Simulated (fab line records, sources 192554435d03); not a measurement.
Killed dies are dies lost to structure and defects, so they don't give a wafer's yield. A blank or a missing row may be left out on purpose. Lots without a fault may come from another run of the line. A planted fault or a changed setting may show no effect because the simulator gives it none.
A struck lot beside a sound one | flow n5_finfet | 18 steps out of a route of 1938
Sound: wafers L265.1, L265.2, L265.5. Struck: wafers L280.1, L280.3, L280.6. The cause comes at the end.
At each step with rows: each side's tool, then ch and its chambers, then its first start. Under that, the readings that differ: sound wafers | struck wafers | difference of the means | sigmas: that difference in standard deviations of wafers without a fault.
alike: readings whose means differ by less than 2 such deviations, and words and numbers that are the same on both sides. not compared: withheld readings, readings that some wafer has no value for, bounds like >300 that may hide the same value, and numbers for which the record gives no deviation and whose values overlap.
The two part at a step that has a row with sigmas, a row that says differs or no value, or rows on one side only. Numbers that don't overlap but have no deviation are shown without sigmas and don't part them. A reading that every wafer of one side lacks parts them only if that side has two wafers or more.

N5_BEOL_M9_ETCH_62: etches SOC in N2/H2, target depth 110 nm, overetch 22 nm, time 165 s.
  sound on rie_diel-03 ch 0,1,3, day 9 10:16; struck on rie_diel-03 ch 0,2,3, day 14 00:05
  reading                | sound             | struck            | difference | sigmas
  oes_product_au (a.u.)  | 0.58 0.59 0.58    | 0.78 0.78 0.72    | +0.18      | +2
  throttle_valve_pct (%) | 17.60 18.24 18.09 | 17.25 17.75 17.54 | -0.46      | -2
  alike: drypump_motor_current_A, rf_vpp_V, showerhead_plenum_p_Torr
  not compared: rf_hours_counter_h
then, 1 step without rows for these wafers: N5_BEOL_M9_STRIP_68 (strips in N2/H2).
N5_BEOL_M9_STRIP_67: strips in CF4.
  sound on rie_diel-03 ch 0,1,3, day 9 10:25; struck on rie_diel-03 ch 0,2,3, day 14 00:14
  reading                | sound             | struck            | difference | sigmas
  oes_product_au (a.u.)  | 0.68 0.69 0.69    | 0.92 0.93 0.85    | +0.21      | +2
  throttle_valve_pct (%) | 13.52 14.02 13.86 | 13.04 13.36 13.33 | -0.56      | -3
  alike: bias_power_w, drypump_motor_current_A, rf_vpp_V, showerhead_plenum_p_Torr
  not compared: rf_hours_counter_h
N5_BEOL_M9_HM_OPEN_17: chemistry Cl2/BCl3, target TiN, target depth 20 nm, overetch 6 nm.
  sound on rie_metal-02 ch 0,1, day 9 10:27; struck on rie_metal-03 ch 1, day 14 00:17
  alike: drypump_motor_current_A, mfc_cl2_sccm, oes_product_au, throttle_valve_pct
  not compared: rf_hours_counter_h
N5_BEOL_M9_STRIP_19: strips in O2.
  sound on rie_diel-04 ch 0,1, day 9 10:34; struck on rie_diel-04 ch 0,1,3, day 14 00:26
  alike: drypump_motor_current_A, oes_product_au, rf_vpp_V, showerhead_plenum_p_Torr, throttle_valve_pct
  not compared: rf_hours_counter_h
N5_BEOL_M9_CD_MEAS_18: pitch 140 nm, target cd 70 nm.
  sound on cd_sem-03, day 9 10:38; struck on cd_sem-01, day 14 00:31
  alike: cd_nm
then, 6 steps without rows for these wafers: N5_BEOL_M9_COAT_63 (time 60 s, resist thk 60 nm); N5_BEOL_M9_COAT_64 (time 60 s, resist thk 12 nm); N5_BEOL_M9_COAT_75 (time 60 s, resist thk 5 nm); N5_BEOL_M9_COAT_22 (resist thk 30 nm); N5_BEOL_M9_EBR_24; N5_BEOL_M9_SOFTBAKE_23 (time 60 s).
N5_BEOL_M9_EXPOSE_25: exposes mask V8.
  sound on euv_scanner-02 ch 0, day 9 10:56; struck on euv_scanner-02 ch 0, day 14 02:05
  reading              | sound             | struck            | difference | sigmas
  exposure_dose_mJ_cm2 | 37.22 37.26 37.28 | 29.62 29.59 29.56 | -7.66      | -99 or more
  alike: mask, reticle_temp_C
then, 2 steps without rows for these wafers: N5_BEOL_M9_PEB_26 (peb time 60 s); N5_BEOL_M9_DEVELOP_27 (develop time 30 s).
N5_BEOL_M9_CD_MEAS_28: target cd 70 nm.
  sound on cd_sem-02 ch 0, day 9 11:04; struck on cd_sem-02 ch 0, day 14 02:13
  reading    | sound             | struck            | difference | sigmas
  cd_nm (nm) | 69.46 70.10 70.07 | 63.72 63.82 63.69 | -6.13      | -26
N5_BEOL_M9_OVL_MEAS_29:
  sound on overlay-01 ch 0, day 9 11:06; struck on overlay-01 ch 0, day 14 02:15
  alike: V8_OVL
-- the record jumps here: 2 days lie between the struck wafers' starts before and after (it left off in module BEOL_M9 and takes up again in module PASSIVATION, whose first step shown is number 1936 of the route) --
N5_PASSIVATION_PROBE_49:
  the record has rows for the struck wafers here (prober-02, day 16 13:56) and none for the sound ones

WHERE THEY PART
First at N5_BEOL_M9_ETCH_62; last, within this record, at N5_PASSIVATION_PROBE_49.

WHY: what the simulator had put in
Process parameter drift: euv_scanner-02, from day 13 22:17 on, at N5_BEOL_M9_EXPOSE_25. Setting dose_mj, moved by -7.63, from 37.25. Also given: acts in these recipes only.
